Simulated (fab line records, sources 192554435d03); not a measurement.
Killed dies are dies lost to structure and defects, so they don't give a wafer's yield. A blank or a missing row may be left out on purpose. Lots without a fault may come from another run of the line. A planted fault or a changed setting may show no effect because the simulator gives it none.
Which tool did it? | flow n5_finfet | 21 lots, 63 wafers sampled, at 6 steps of a route of 1938

WHAT THE GAUGES READ, wafer by wafer
N5_BEOL_M8_CD_MEAS_35: target cd 40 nm.
lot  | measured     | on        | cd_nm (nm)
L074 | day 9 09:38  | cd_sem-02 | 39.3 40.2 39.7
L077 | day 10 05:50 | cd_sem-03 | 39.5 40.3 40.4
L078 | day 10 14:48 | cd_sem-03 | 39.8 41.4 40.3
L079 | day 10 18:53 | cd_sem-02 | 40.2 40.5 40.7
L081 | day 11 07:00 | cd_sem-01 | 40.4 39.9 38.7
L080 | day 11 07:16 | cd_sem-01 | 40.3 40.9 40.9
L083 | day 11 12:50 | cd_sem-03 | 40.1 39.8 40.5
L082 | day 11 14:44 | cd_sem-02 | 39.7 38.6 39.2
L084 | day 12 08:48 | cd_sem-03 | 40.2 40.8 40.2
L085 | day 12 13:01 | cd_sem-01 | 39.7 40.5 40.5
L086 | day 12 14:53 | cd_sem-01 | 40.4 39.8 39.1
L087 | day 12 16:58 | cd_sem-03 | 39.9 40.7 40.1
L088 | day 12 20:58 | cd_sem-02 | 40.7 40.0 39.0
L089 | day 13 11:02 | cd_sem-02 | 39.3 39.3 40.0
L090 | day 13 20:11 | cd_sem-02 | 40.7 40.6 39.9
L093 | day 13 23:56 | cd_sem-03 | 40.0 40.1 40.1
L091 | day 14 00:17 | cd_sem-03 | 40.1 38.9 39.1
L092 | day 14 05:43 | cd_sem-01 | 40.0 40.0 39.7
L096 | day 15 11:25 | cd_sem-02 | 40.4 40.0 40.0
L094 | day 15 14:11 | cd_sem-03 | 40.5 40.0 40.3
L095 | day 15 20:22 | cd_sem-01 | 40.0 40.9 40.3

WHICH TOOL RAN EACH LOT (tool, then ch and the chambers of the sampled wafers, then the start)
lot  | N5_BEOL_M8_PECVD_70             | N5_BEOL_M8_HM_OPEN_17             | N5_BEOL_M8_ETCH_65                 | N5_BEOL_M8_STRIP_36                | N5_BEOL_M8_ETCH_41
L074 | pecvd-01 ch 0,1,2, day 9 05:48  | rie_metal-02 ch 0,1, day 9 07:08  | rie_diel-05 ch 1,2, day 9 09:06    | rie_diel-05 ch 1,2, day 9 09:17    | rie_diel-05 ch 1,2, day 9 09:38 or earlier
L077 | pecvd-01 ch 0,2, day 10 00:58   | rie_metal-03 ch 0,1, day 10 03:43 | rie_diel-05 ch 0,1,2, day 10 05:18 | rie_diel-05 ch 0,1,2, day 10 05:29 | rie_diel-05 ch 0,1,2, day 10 05:50 or earlier
L078 | pecvd-03 ch 0,1,2, day 10 11:11 | rie_metal-01 ch 0,1, day 10 13:20 | rie_diel-03 ch 0,1,3, day 10 14:16 | rie_diel-03 ch 0,1,3, day 10 14:27 | rie_diel-03 ch 0,1,3, day 10 14:48 or earlier
L079 | pecvd-03 ch 1,2, day 10 15:48   | rie_metal-01 ch 0,1, day 10 17:23 | rie_diel-03 ch 1,3, day 10 18:21   | rie_diel-03 ch 1,3, day 10 18:32   | rie_diel-03 ch 1,3, day 10 18:53 or earlier
L081 | pecvd-01 ch 1,2, day 11 01:16   | rie_metal-01 ch 0,1, day 11 03:41 | rie_diel-04 ch 0,1, day 11 06:28   | rie_diel-04 ch 0,1, day 11 06:38   | rie_diel-04 ch 0,1, day 11 07:00 or earlier
L080 | pecvd-03 ch 0,1, day 11 02:04   | rie_metal-03 ch 0,1, day 11 04:15 | rie_diel-05 ch 0,2, day 11 06:44   | rie_diel-05 ch 0,2, day 11 06:55   | rie_diel-05 ch 0,2, day 11 07:16 or earlier
L083 | pecvd-03 ch 0,1, day 11 07:53   | rie_metal-02 ch 0, day 11 09:38   | rie_diel-04 ch 0,1,2, day 11 12:17 | rie_diel-04 ch 0,1,2, day 11 12:28 | rie_diel-04 ch 0,1,2, day 11 12:50 or earlier
L082 | pecvd-01 ch 0,1,2, day 11 10:48 | rie_metal-03 ch 0,1, day 11 13:29 | rie_diel-03 ch 0,1,2, day 11 14:12 | rie_diel-03 ch 0,1,2, day 11 14:23 | rie_diel-03 ch 0,1,2, day 11 14:44 or earlier
L084 | pecvd-03 ch 0,2, day 12 02:49   | rie_metal-03 ch 1, day 12 06:00   | rie_diel-05 ch 0,2, day 12 08:16   | rie_diel-05 ch 0,2, day 12 08:27   | rie_diel-05 ch 0,2, day 12 08:48 or earlier
L085 | pecvd-01 ch 0,2, day 12 08:47   | rie_metal-03 ch 0,1, day 12 09:58 | rie_diel-04 ch 0,1,2, day 12 12:28 | rie_diel-04 ch 0,1,2, day 12 12:39 | rie_diel-04 ch 0,1,2, day 12 13:01 or earlier
L086 | pecvd-02 ch 0,1,2, day 12 10:00 | rie_metal-03 ch 0,1, day 12 13:16 | rie_diel-03 ch 1,2,3, day 12 14:21 | rie_diel-03 ch 1,2,3, day 12 14:32 | rie_diel-03 ch 1,2,3, day 12 14:53 or earlier
L087 | pecvd-02 ch 0,1, day 12 13:47   | rie_metal-03 ch 0,1, day 12 15:11 | rie_diel-04 ch 0,3, day 12 16:26   | rie_diel-04 ch 0,3, day 12 16:37   | rie_diel-04 ch 0,3, day 12 16:58 or earlier
L088 | pecvd-01 ch 0,1, day 12 15:40   | rie_metal-02 ch 0,1, day 12 17:50 | rie_diel-03 ch 0,3, day 12 20:25   | rie_diel-03 ch 0,3, day 12 20:36   | rie_diel-03 ch 0,3, day 12 20:58 or earlier
L089 | pecvd-01 ch 1,2, day 13 06:31   | rie_metal-03 ch 0,1, day 13 08:52 | rie_diel-05 ch 0,1, day 13 10:31   | rie_diel-05 ch 0,1, day 13 10:41   | rie_diel-05 ch 0,1, day 13 11:02 or earlier
L090 | pecvd-01 ch 0,2, day 13 16:29   | rie_metal-03 ch 0,1, day 13 18:13 | rie_diel-05 ch 0,3, day 13 19:39   | rie_diel-05 ch 0,3, day 13 19:50   | rie_diel-05 ch 0,3, day 13 20:11 or earlier
L093 | pecvd-02 ch 1,2, day 13 18:06   | rie_metal-03 ch 0,1, day 13 21:00 | rie_diel-04 ch 1,3, day 13 23:24   | rie_diel-04 ch 1,3, day 13 23:35   | rie_diel-04 ch 1,3, day 13 23:56 or earlier
L091 | pecvd-03 ch 1,2, day 13 18:25   | rie_metal-01 ch 1, day 13 21:11   | rie_diel-05 ch 3, day 13 23:34     | rie_diel-05 ch 3, day 13 23:50     | rie_diel-05 ch 3, day 14 00:17 or earlier
L092 | pecvd-01 ch 0,1, day 14 00:54   | rie_metal-03 ch 0,1, day 14 03:34 | rie_diel-03 ch 0,2,3, day 14 05:11 | rie_diel-03 ch 0,2,3, day 14 05:22 | rie_diel-03 ch 0,2,3, day 14 05:43 or earlier
L096 | pecvd-01 ch 0,1, day 15 08:20   | rie_metal-01 ch 0,1, day 15 09:52 | rie_diel-05 ch 0,1,2, day 15 10:53 | rie_diel-05 ch 0,1,2, day 15 11:04 | rie_diel-05 ch 0,1,2, day 15 11:25 or earlier
L094 | pecvd-03 ch 0,2, day 15 11:12   | rie_metal-02 ch 0,1, day 15 12:17 | rie_diel-04 ch 0,2,3, day 15 13:37 | rie_diel-04 ch 0,2,3, day 15 13:48 | rie_diel-04 ch 0,2,3, day 15 14:11 or earlier
L095 | pecvd-02 ch 0,1,2, day 15 15:36 | rie_metal-02 ch 1, day 15 16:40   | rie_diel-03 ch 0,2,3, day 15 19:49 | rie_diel-03 ch 0,2,3, day 15 20:01 | rie_diel-03 ch 0,2,3, day 15 20:22 or earlier
- N5_BEOL_M8_PECVD_70: deposits SiO2 from TEOS/O2, target thk 20 nm, time 22.7 s.
- N5_BEOL_M8_HM_OPEN_17: chemistry Cl2/BCl3, target TiN, target depth 20 nm, overetch 6 nm.
- N5_BEOL_M8_ETCH_65: etches SiARC in CF4, target depth 15.6 nm, time 26 s.
- N5_BEOL_M8_STRIP_36: strips in N2/H2.
- N5_BEOL_M8_ETCH_41: etches SiCN in CH3F/O2, target depth 31.9 nm, time 57.8 s.

WHAT THE TOOLS THEMSELVES READ (means of the sampled wafers that have a number; where no wafer has one, the mark that the record gives instead)
N5_BEOL_M8_PECVD_70.
lot  | tool     | heater_power_w (W) | showerhead_plenum_p_Torr (Torr) | throttle_valve_pct (%)
L074 | pecvd-01 | 742                | 8.83                            | 21.7
L077 | pecvd-01 | 702                | 8.83                            | 20.9
L078 | pecvd-03 | 681                | 8.79                            | 22.7
L079 | pecvd-03 | 625                | 8.74                            | 22.9
L081 | pecvd-01 | 808                | 8.82                            | 22.3
L080 | pecvd-03 | 704                | 8.79                            | 24.0
L083 | pecvd-03 | 667                | 8.79                            | 23.8
L082 | pecvd-01 | 720                | 8.83                            | 21.6
L084 | pecvd-03 | 743                | 8.81                            | 21.8
L085 | pecvd-01 | 731                | 8.83                            | 21.0
L086 | pecvd-02 | 743                | 8.73                            | 22.1
L087 | pecvd-02 | 688                | 8.76                            | 22.2
L088 | pecvd-01 | 698                | 8.84                            | 21.9
L089 | pecvd-01 | 730                | 8.82                            | 22.2
L090 | pecvd-01 | 849                | 8.82                            | 21.6
L093 | pecvd-02 | 724                | 8.76                            | 21.9
L091 | pecvd-03 | 675                | 8.74                            | 23.0
L092 | pecvd-01 | 601                | 8.84                            | 21.7
L096 | pecvd-01 | 673                | 8.83                            | 21.8
L094 | pecvd-03 | 727                | 8.80                            | 22.1
L095 | pecvd-02 | 708                | 8.73                            | 22.1

N5_BEOL_M8_HM_OPEN_17.
lot  | tool         | bias_w (W) | drypump_motor_current_A (A) | oes_ar_750_au (a.u.) | oes_product_au (a.u.) | throttle_valve_pct (%)
L074 | rie_metal-02 | 126.6      | 6.1                         | 0.70                 | 0.60                  | 22.2
L077 | rie_metal-03 | 126.1      | 5.5                         | 0.86                 | 0.71                  | 22.5
L078 | rie_metal-01 | 125.7      | 5.1                         | 0.86                 | 0.76                  | 22.0
L079 | rie_metal-01 | 126.3      | 5.0                         | 0.81                 | 0.70                  | 21.9
L081 | rie_metal-01 | 125.7      | 5.1                         | 0.81                 | 0.69                  | 21.8
L080 | rie_metal-03 | 126.1      | 5.4                         | 0.81                 | 0.67                  | 22.4
L083 | rie_metal-02 | 125.7      | 6.0                         | 0.88                 | 0.75                  | 21.6
L082 | rie_metal-03 | 126.2      | 5.4                         | 0.80                 | 0.66                  | 22.4
L084 | rie_metal-03 | 126.0      | 5.3                         | 0.76                 | 0.62                  | 22.3
L085 | rie_metal-03 | 125.8      | 5.4                         | 0.80                 | 0.66                  | 22.4
L086 | rie_metal-03 | 126.1      | 5.4                         | 0.80                 | 0.66                  | 22.4
L087 | rie_metal-03 | 126.0      | 5.5                         | 0.84                 | 0.70                  | 22.5
L088 | rie_metal-02 | 126.1      | 6.0                         | 0.89                 | 0.76                  | 21.8
L089 | rie_metal-03 | 126.1      | 5.5                         | 0.83                 | 0.70                  | 22.5
L090 | rie_metal-03 | 126.1      | 5.4                         | 0.79                 | 0.65                  | 22.5
L093 | rie_metal-03 | 125.6      | 5.5                         | 0.83                 | 0.68                  | 22.5
L091 | rie_metal-01 | 125.5      | 5.1                         | 0.85                 | 0.76                  | 22.3
L092 | rie_metal-03 | 125.8      | 5.4                         | 0.78                 | 0.65                  | 22.4
L096 | rie_metal-01 | 126.2      | 5.1                         | 0.81                 | 0.71                  | 22.1
L094 | rie_metal-02 | 126.1      | 6.0                         | 0.85                 | 0.73                  | 21.9
L095 | rie_metal-02 | 125.5      | 6.1                         | 0.89                 | 0.76                  | 22.3

N5_BEOL_M8_ETCH_65.
lot  | tool        | bias_w (W) | drypump_motor_current_A (A) | etch_rf_on_time_s (s) | oes_product_au (a.u.) | rf_vpp_V (V) | showerhead_plenum_p_Torr (Torr) | throttle_valve_pct (%)
L074 | rie_diel-05 | 36.02      | 5.3                         | 26.2                  | 0.70                  | 184.8        | 2.20                            | 15.37
L077 | rie_diel-05 | 35.96      | 5.8                         | 26.2                  | 0.68                  | 184.8        | 2.19                            | 15.55
L078 | rie_diel-03 | 35.98      | 5.7                         | 25.8                  | 0.69                  | 184.5        | 2.15                            | 15.52
L079 | rie_diel-03 | 36.09      | 5.6                         | 25.7                  | 0.75                  | 184.8        | 2.12                            | 15.58
L081 | rie_diel-04 | 35.84      | 6.3                         | 25.3                  | 0.78                  | 183.9        | 2.19                            | 15.68
L080 | rie_diel-05 | 36.03      | 6.1                         | 25.9                  | 0.70                  | 185.4        | 2.26                            | 15.60
L083 | rie_diel-04 | 35.95      | 6.0                         | 25.5                  | 0.71                  | 183.6        | 2.14                            | 15.65
L082 | rie_diel-03 | 36.06      | 5.8                         | 26.4                  | 0.70                  | 184.7        | 2.21                            | 15.41
L084 | rie_diel-05 | 36.01      | 6.1                         | 26.2                  | 0.68                  | 185.6        | 2.25                            | 15.60
L085 | rie_diel-04 | 36.04      | 6.0                         | 25.7                  | 0.70                  | 183.8        | 2.13                            | 15.65
L086 | rie_diel-03 | 36.07      | 5.7                         | 25.8                  | 0.74                  | 184.7        | 2.17                            | 15.50
L087 | rie_diel-04 | 35.99      | 6.1                         | 25.2                  | 0.78                  | 184.6        | 2.18                            | 15.68
L088 | rie_diel-03 | 35.96      | 5.6                         | 26.0                  | 0.77                  | 183.3        | 2.13                            | 15.41
L089 | rie_diel-05 | 36.04      | 6.3                         | 26.5                  | 0.62                  | 184.1        | 2.17                            | 15.75
L090 | rie_diel-05 | 35.87      | 6.0                         | 25.3                  | 0.79                  | 184.2        | 2.15                            | 15.42
L093 | rie_diel-04 | 35.96      | 5.8                         | 25.2                  | 0.73                  | 185.1        | 2.16                            | 15.43
L091 | rie_diel-05 | 35.81      | 5.7                         | 25.2                  | 0.85                  | 183.3        | 2.10                            | 15.24
L092 | rie_diel-03 | 35.90      | 5.7                         | 26.2                  | 0.75                  | 185.1        | 2.19                            | 15.32
L096 | rie_diel-05 | 36.03      | 5.8                         | 26.4                  | 0.71                  | 185.1        | 2.26                            | 15.47
L094 | rie_diel-04 | 36.03      | 5.8                         | 25.6                  | 0.69                  | 184.2        | 2.13                            | 15.70
L095 | rie_diel-03 | 35.85      | 5.7                         | 25.9                  | 0.74                  | 184.1        | 2.18                            | 15.34

N5_BEOL_M8_STRIP_36.
lot  | tool        | drypump_motor_current_A (A) | n2_flow_sccm (sccm) | oes_product_au (a.u.) | rf_vpp_V (V) | showerhead_plenum_p_Torr (Torr) | throttle_valve_pct (%)
L074 | rie_diel-05 | 5.3                         | 200.2               | 0.83                  | 60.2         | 2.62                            | 23.5
L077 | rie_diel-05 | 5.8                         | 200.4               | 0.79                  | 59.4         | 2.59                            | 23.6
L078 | rie_diel-03 | 5.7                         | 199.5               | 0.80                  | 60.1         | 2.55                            | 23.5
L079 | rie_diel-03 | 5.6                         | 199.6               | 0.86                  | 58.6         | 2.50                            | 23.6
L081 | rie_diel-04 | 6.3                         | 200.6               | 0.90                  | 58.4         | 2.58                            | 23.9
L080 | rie_diel-05 | 6.1                         | 200.3               | 0.82                  | 60.6         | 2.68                            | 23.7
L083 | rie_diel-04 | 6.0                         | 200.9               | 0.83                  | 59.5         | 2.52                            | 23.8
L082 | rie_diel-03 | 5.8                         | 200.1               | 0.82                  | 59.2         | 2.63                            | 23.3
L084 | rie_diel-05 | 6.1                         | 200.0               | 0.81                  | 59.7         | 2.68                            | 23.8
L085 | rie_diel-04 | 6.0                         | 200.1               | 0.81                  | 59.6         | 2.52                            | 23.8
L086 | rie_diel-03 | 5.7                         | 199.4               | 0.87                  | 60.3         | 2.58                            | 23.5
L087 | rie_diel-04 | 6.2                         | 200.0               | 0.91                  | 59.1         | 2.58                            | 23.9
L088 | rie_diel-03 | 5.6                         | 200.2               | 0.89                  | 58.7         | 2.50                            | 23.2
L089 | rie_diel-05 | 6.3                         | 199.4               | 0.73                  | 58.8         | 2.57                            | 23.8
L090 | rie_diel-05 | 6.0                         | 200.0               | 0.92                  | 61.1         | 2.55                            | 23.4
L093 | rie_diel-04 | 5.8                         | 200.1               | 0.84                  | 60.4         | 2.57                            | 23.5
L091 | rie_diel-05 | 5.7                         | 200.2               | 0.97                  | 58.5         | 2.49                            | 23.2
L092 | rie_diel-03 | 5.7                         | 200.1               | 0.89                  | 59.6         | 2.57                            | 23.1
L096 | rie_diel-05 | 5.8                         | 200.0               | 0.84                  | 60.3         | 2.69                            | 23.6
L094 | rie_diel-04 | 5.8                         | 200.3               | 0.80                  | 60.7         | 2.51                            | 23.8
L095 | rie_diel-03 | 5.7                         | 199.8               | 0.87                  | 59.8         | 2.57                            | 23.1

N5_BEOL_M8_ETCH_41.
lot  | tool        | bias_w (W) | drypump_motor_current_A (A) | oes_product_au (a.u.) | rf_vpp_V (V) | showerhead_plenum_p_Torr (Torr) | throttle_valve_pct (%)
L074 | rie_diel-05 | 75.10      | 5.3                         | 0.83                  | 298.1        | 2.06                            | 16.08
L077 | rie_diel-05 | 74.87      | 5.8                         | 0.79                  | 298.1        | 2.04                            | 16.22
L078 | rie_diel-03 | 75.01      | 5.7                         | 0.80                  | 297.1        | 2.01                            | 16.21
L079 | rie_diel-03 | 74.98      | 5.6                         | 0.87                  | 296.7        | 1.98                            | 16.26
L081 | rie_diel-04 | 74.83      | 6.3                         | 0.91                  | 298.4        | 2.05                            | 16.42
L080 | rie_diel-05 | 75.10      | 6.1                         | 0.81                  | 299.1        | 2.10                            | 16.25
L083 | rie_diel-04 | 75.05      | 6.0                         | 0.82                  | 297.1        | 1.99                            | 16.35
L082 | rie_diel-03 | 75.01      | 5.8                         | 0.82                  | 298.9        | 2.07                            | 16.10
L084 | rie_diel-05 | 74.95      | 6.1                         | 0.80                  | 298.5        | 2.10                            | 16.26
L085 | rie_diel-04 | 75.03      | 6.0                         | 0.81                  | 297.4        | 1.99                            | 16.36
L086 | rie_diel-03 | 75.06      | 5.7                         | 0.86                  | 298.1        | 2.03                            | 16.19
L087 | rie_diel-04 | 75.14      | 6.2                         | 0.90                  | 298.7        | 2.04                            | 16.42
L088 | rie_diel-03 | 75.02      | 5.6                         | 0.91                  | 296.2        | 1.98                            | 16.10
L089 | rie_diel-05 | 75.00      | 6.3                         | 0.73                  | 297.3        | 2.01                            | 16.41
L090 | rie_diel-05 | 75.23      | 6.0                         | 0.92                  | 297.7        | 2.00                            | 16.09
L093 | rie_diel-04 | 75.03      | 5.8                         | 0.85                  | 298.2        | 2.02                            | 16.16
L091 | rie_diel-05 | 74.74      | 5.7                         | 0.99                  | 297.6        | 1.96                            | 15.92
L092 | rie_diel-03 | 75.12      | 5.7                         | 0.89                  | 298.1        | 2.04                            | 16.00
L096 | rie_diel-05 | 74.85      | 5.8                         | 0.84                  | 299.4        | 2.11                            | 16.16
L094 | rie_diel-04 | 74.93      | 5.9                         | 0.81                  | 296.9        | 1.99                            | 16.41
L095 | rie_diel-03 | 74.91      | 5.7                         | 0.87                  | 297.1        | 2.04                            | 16.03

THE ANSWER, worked out from the rows above alone
Rule: what is usual is taken from the lots themselves. Put in order of their means at a reading, lots are off if they are a third of the lots or fewer, leave a main group of 4 or more, and stand apart from it by a gap of 3 or more times the standard deviation of the main group's means; of several such gaps the widest counts. A main group whose means are all the same, to the digits that the tables above print for the reading, isn't used. A lot without any number at a reading at which 4 lots or more have one is off too. The other lots that the step has rows for count as sound. The gauges are gone through in route order, then the tools' own readings, and for those a lot's mean is taken as printed above. The first step at which some lot is off is used, and at that step the reading that is off furthest; a lot without a number counts as furthest.
No lot is off at any reading shown: from this, nothing can be told.

WHAT THE SIMULATOR HAD PUT IN
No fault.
